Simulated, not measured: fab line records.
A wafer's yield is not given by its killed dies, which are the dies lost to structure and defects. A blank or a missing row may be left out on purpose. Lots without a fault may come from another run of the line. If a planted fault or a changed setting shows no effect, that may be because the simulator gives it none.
Chamber matching :: flow nand harc :: 3 sister chambers for NHARC_A_M1_DEP_33 on pecvd-01
The step deposits SiCN, target thk 30 nm. 3 wafers are shown with their chamber, then 8 later ones without.

## EACH WAFER AND ITS CHAMBER
wafer: L106.6
chamber: 1
heater power w (W): 745

wafer: L107.5
chamber: 0
heater power w (W): 695

wafer: L110.2
chamber: 2
heater power w (W): 526

## WAFERS WITHOUT THEIR CHAMBER
wafer: L110.3
heater power w (W): 816

wafer: L110.6
heater power w (W): 804

wafer: L114.3
heater power w (W): 688

wafer: L114.4
heater power w (W): 657

wafer: L114.6
heater power w (W): 777

wafer: L119.2
heater power w (W): 564

wafer: L119.3
heater power w (W): 520

wafer: L119.4
heater power w (W): 614

## THE CHAMBER EACH PASSED THROUGH
wafer: L110.3
from the rows above: can't be placed: 1 or 0
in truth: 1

wafer: L110.6
from the rows above: can't be placed: 1 or 0
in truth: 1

wafer: L114.3
from the rows above: can't be placed: 0 or 1
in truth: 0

wafer: L114.4
from the rows above: can't be placed: 0 or 1 or 2
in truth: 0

wafer: L114.6
from the rows above: can't be placed: 1 or 0
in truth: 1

wafer: L119.2
from the rows above: can't be placed: 2 or 0
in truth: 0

wafer: L119.3
from the rows above: 2
in truth: 2

wafer: L119.4
from the rows above: can't be placed: 0 or 2 or 1
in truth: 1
Correct placement for 1 of the 8. Not placeable from these rows: 7 (in 7, the candidates include the true chamber). Placed wrongly: 0.
How it was worked out, from the rows above alone: a wafer's distance from a chamber is the root of the sum, over the readings, of the square of ((its reading less the chamber's mean) divided by the reading's scatter). The wafer belongs to the nearest chamber; if the next one is less than 2 further off, it can't be placed. For every chamber, the mean is computed from those of its wafers that are shown. The scatter: root of mean squared gap, hidden wafer to nearest shown wafer, with one shown wafer a chamber.
